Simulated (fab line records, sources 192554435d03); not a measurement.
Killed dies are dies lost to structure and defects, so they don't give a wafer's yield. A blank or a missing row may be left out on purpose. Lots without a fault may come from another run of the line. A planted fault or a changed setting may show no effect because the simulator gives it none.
Split-lot experiment | flow n5_finfet | 7 lots, 21 wafers read, on a route of 1938 steps

THE SPLIT
At N5_FIN_SAQP_PECVD_06 (deposits a-Si from SiH4/He, target thk 60 nm, time 48.1 s), the setting time_s was moved away from the recipe's 48.1 s on 6 of the 21 wafers read, by +4.3% to +13.4%. The other wafers ran this setting at the recipe's value.

FROM THE SPLIT TO THE READING: what the file shows between them, 9 steps
- N5_FIN_SAQP_THK_MEAS_07
- N5_FIN_SAQP_EXPOSE_13: exposes mask FIN CORE, target cd 35.6 nm (also split here: dose_mj)
- N5_FIN_SAQP_PEB_14: peb time 60 s
- N5_FIN_SAQP_DEVELOP_15: develop time 30 s
- N5_FIN_SAQP_CD_MEAS_16: target cd 35.6 nm
- N5_FIN_SAQP_ETCH_52: etches SOC in N2/H2, target depth 100 nm, overetch 20 nm, time 150 s
- N5_FIN_SAQP_STRIP_53: strips in N2/H2
- N5_FIN_SAQP_HM_OPEN_73: chemistry CHF3/O2, target SiO2, stops on a-Si, target depth 12 nm, time 16.8 s
- N5_FIN_SAQP_STRIP_74: strips in CHF3/O2

THE READING
oes_product_au, in a.u., at N5_FIN_SAQP_MANDREL_ETCH_22 (etches a-Si in HBr/Cl2, stops on SiNx, target depth 60 nm, bt time 10 s, time 30 s). Fault-free wafers of this fab line usually give 0.765 a.u., standard deviation 0.012 a.u..

wafer  | tool, chamber at the split | time_s as run, s | against the recipe | oes_product_au, a.u. | against lot-mates on the recipe
L078.4 | pecvd-04, 0                | 48.1             | recipe             | 0.775                | -
L078.5 | pecvd-04, 1                | 48.1             | recipe             | 0.768                | -
L078.6 | pecvd-04, 2                | 48.1             | recipe             | 0.780                | -
L082.3 | pecvd-01, 1                | 48.1             | recipe             | 0.745                | -
L082.4 | pecvd-01, 0                | 54.54            | +13.4%             | 0.849                | +0.104
L082.5 | pecvd-01, 1                | 54.54            | +13.4%             | 0.815                | +0.070
L085.2 | pecvd-02, 2                | 48.1             | recipe             | 0.767                | -
L085.3 | pecvd-02, 1                | 48.1             | recipe             | 0.753                | -
L085.5 | pecvd-02, 1                | 48.1             | recipe             | 0.758                | -
L088.2 | pecvd-04, 0                | 50.89            | +5.8%              | 0.803                | +0.034
L088.3 | pecvd-04, 1                | 48.1             | recipe             | 0.762                | -
L088.6 | pecvd-04, 2                | 48.1             | recipe             | 0.776                | -
L089.1 | pecvd-04, 0                | 48.1             | recipe             | 0.753                | -
L089.2 | pecvd-04, 1                | 50.18            | +4.3%              | 0.786                | +0.033
L089.5 | pecvd-04, 1                | 50.18            | +4.3%              | 0.776                | +0.023
L091.1 | pecvd-02, 1                | 48.1             | recipe             | 0.746                | -
L091.3 | pecvd-02, 0                | 48.1             | recipe             | 0.758                | -
L091.5 | pecvd-02, 0                | 48.1             | recipe             | 0.773                | -
L093.2 | pecvd-02, 1                | 52.87            | +9.9%              | 0.815                | +0.041
L093.5 | pecvd-02, 2                | 48.1             | recipe             | 0.778                | -
L093.6 | pecvd-02, 1                | 48.1             | recipe             | 0.769                | -

THE FIT
A straight line over all 21 wafers: oes_product_au changes by +0.00512 a.u. for each +1% of time_s; r = +0.90; the points scatter about the line by 0.012 a.u..
The same after taking each lot's own level away (the mean of its wafers on the recipe; 21 wafers): +0.00604 a.u. for each +1%; r = +0.95; scatter 0.0095 a.u..
On that fit, the largest move of time_s shifts the reading by 0.081 a.u..
The lots' own levels span 0.7450 to 0.7743 a.u., that is 2.4 times the standard deviation above.
So the lot-to-lot level changes the slope: the two fits differ.
Check: with one of the wafers moved furthest among these (+13.4%) left out of the fit, the line predicts +0.0684 a.u. for it against its lot-mates. It came out at +0.104 a.u. against them.

OTHER SPLITS ON THESE WAFERS
These wafers also went through other splits before the reading. Each is held against what the fit with the lots' levels taken away leaves over:
other split on the same wafers | wafers away from the commonest value | r with oes_product_au (lot level and that fit taken away)
N5_WELL_APT_PEB_23 peb_temp_c  | 5                                    | -0.13
N5_FIN_SAQP_EXPOSE_13 dose_mj  | 9                                    | -0.26

THE WHOLE CHAIN: every reading that the file lists as answering this split, in the file's order
step                        | what it does                                                                       | reading                                                                           | change (the file's fit)                   | r (the file's)
N5_FIN_SAQP_PECVD_06        | deposits a-Si from SiH4/He, target thk 60 nm, time 48.1 s                          | a-Si_of_FIN_SAQP_PECVD_06.thk_nm (the simulator's own value, which no gauge read) | +0.635 nm for each +1% of the setting     | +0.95
N5_FIN_SAQP_THK_MEAS_07     |                                                                                    | thk_nm                                                                            | withheld for each +1% of the setting      | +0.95
N5_FIN_SAQP_HM_OPEN_73      | chemistry CHF3/O2, target SiO2, stops on a-Si, target depth 12 nm, time 16.8 s     | a-Si_of_FIN_SAQP_PECVD_06.thk_nm (the simulator's own value, which no gauge read) | +0.634 nm for each +1% of the setting     | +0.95
N5_FIN_SAQP_MANDREL_ETCH_22 | etches a-Si in HBr/Cl2, stops on SiNx, target depth 60 nm, bt time 10 s, time 30 s | oes_product_au                                                                    | +0.00573 a.u. for each +1% of the setting | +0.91
N5_FIN_SAQP_MANDREL_ETCH_22 | etches a-Si in HBr/Cl2, stops on SiNx, target depth 60 nm, bt time 10 s, time 30 s | etch.depth_nm (the simulator's own value, which no gauge read)                    | +0.634 nm for each +1% of the setting     | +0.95

THE FILE'S OWN FIT
oes_product_au changes by +0.00573 a.u. for each +1% of time_s, r = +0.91.
